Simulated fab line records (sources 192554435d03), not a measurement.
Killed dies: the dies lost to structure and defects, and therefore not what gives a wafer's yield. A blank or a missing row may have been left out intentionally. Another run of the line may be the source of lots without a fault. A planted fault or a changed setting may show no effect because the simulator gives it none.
Chamber matching / flow n5_finfet / 3 sister chambers for N5_BEOL_M4_PRE_CLEAN_60 on cvd_co-01
The step time 15 s. 22 wafers are shown with their chamber, then 11 later ones without.

## WAFERS WITH THEIR CHAMBER
wafer=L077.3; chamber=2; heater_power_outer_w (W)=34; heater_power_w (W)=100
wafer=L077.5; chamber=2; heater_power_outer_w (W)=33; heater_power_w (W)=101
wafer=L077.6; chamber=1; heater_power_outer_w (W)=25; heater_power_w (W)=89
wafer=L080.1; chamber=0; heater_power_outer_w (W)=8; heater_power_w (W)=69
wafer=L080.3; chamber=2; heater_power_outer_w (W)=33; heater_power_w (W)=102
wafer=L080.4; chamber=2; heater_power_outer_w (W)=34; heater_power_w (W)=97
wafer=L082.1; chamber=2; heater_power_outer_w (W)=33; heater_power_w (W)=100
wafer=L082.3; chamber=1; heater_power_outer_w (W)=25; heater_power_w (W)=91
wafer=L082.4; chamber=2; heater_power_outer_w (W)=33; heater_power_w (W)=99
wafer=L085.2; chamber=2; heater_power_outer_w (W)=34; heater_power_w (W)=99
wafer=L085.4; chamber=1; heater_power_outer_w (W)=25; heater_power_w (W)=90
wafer=L085.5; chamber=2; heater_power_outer_w (W)=34; heater_power_w (W)=101
wafer=L086.2; chamber=0; heater_power_outer_w (W)=8; heater_power_w (W)=71
wafer=L086.3; chamber=1; heater_power_outer_w (W)=25; heater_power_w (W)=90
wafer=L086.6; chamber=0; heater_power_outer_w (W)=8; heater_power_w (W)=69
wafer=L087.3; chamber=0; heater_power_outer_w (W)=8; heater_power_w (W)=71
wafer=L087.5; chamber=1; heater_power_outer_w (W)=26; heater_power_w (W)=89
wafer=L087.6; chamber=2; heater_power_outer_w (W)=34; heater_power_w (W)=100
wafer=L090.1; chamber=2; heater_power_outer_w (W)=35; heater_power_w (W)=102
wafer=L090.3; chamber=0; heater_power_outer_w (W)=8; heater_power_w (W)=69
wafer=L090.5; chamber=0; heater_power_outer_w (W)=8; heater_power_w (W)=68
wafer=L093.2; chamber=1; heater_power_outer_w (W)=25; heater_power_w (W)=91

SIGNATURES, as means of the wafers listed above
reading=heater_power_outer_w; chamber 0=8.00; chamber 1=25.17; chamber 2=33.70; scatter within a chamber=0.51
reading=heater_power_w; chamber 0=69.50; chamber 1=90.00; chamber 2=100.10; scatter within a chamber=1.31
Rule: for each reading, subtract the chamber's mean from the wafer's reading, divide by that reading's scatter and square the result; add these up over the readings and take the root, which gives the wafer's distance from the chamber. The wafer belongs to the nearest chamber; if the next one is less than 2 further off, it can't be placed. How the scatter is found: for the shown wafers, subtract from each reading the mean of its chamber, square and add these, divide the total by (wafers less chambers), then take the root.

## WAFERS WITH NO CHAMBER GIVEN
wafer=L093.3; heater_power_outer_w (W)=34; heater_power_w (W)=102
wafer=L093.4; heater_power_outer_w (W)=25; heater_power_w (W)=92
wafer=L092.1; heater_power_outer_w (W)=34; heater_power_w (W)=102
wafer=L092.2; heater_power_outer_w (W)=8; heater_power_w (W)=69
wafer=L092.4; heater_power_outer_w (W)=34; heater_power_w (W)=102
wafer=L094.3; heater_power_outer_w (W)=25; heater_power_w (W)=91
wafer=L094.4; heater_power_outer_w (W)=8; heater_power_w (W)=70
wafer=L094.6; heater_power_outer_w (W)=24; heater_power_w (W)=91
wafer=L097.2; heater_power_outer_w (W)=34; heater_power_w (W)=106
wafer=L097.4; heater_power_outer_w (W)=25; heater_power_w (W)=91
wafer=L097.6; heater_power_outer_w (W)=8; heater_power_w (W)=70

## EACH ONE'S CHAMBER
wafer=L093.3; from the rows above=2; in truth=2
wafer=L093.4; from the rows above=1; in truth=1
wafer=L092.1; from the rows above=2; in truth=2
wafer=L092.2; from the rows above=0; in truth=0
wafer=L092.4; from the rows above=2; in truth=2
wafer=L094.3; from the rows above=1; in truth=1
wafer=L094.4; from the rows above=0; in truth=0
wafer=L094.6; from the rows above=1; in truth=1
wafer=L097.2; from the rows above=2; in truth=2
wafer=L097.4; from the rows above=1; in truth=1
wafer=L097.6; from the rows above=0; in truth=0
Correct placement for 11 of the 11. Not placeable from these rows: 0. Number placed wrongly: 0.
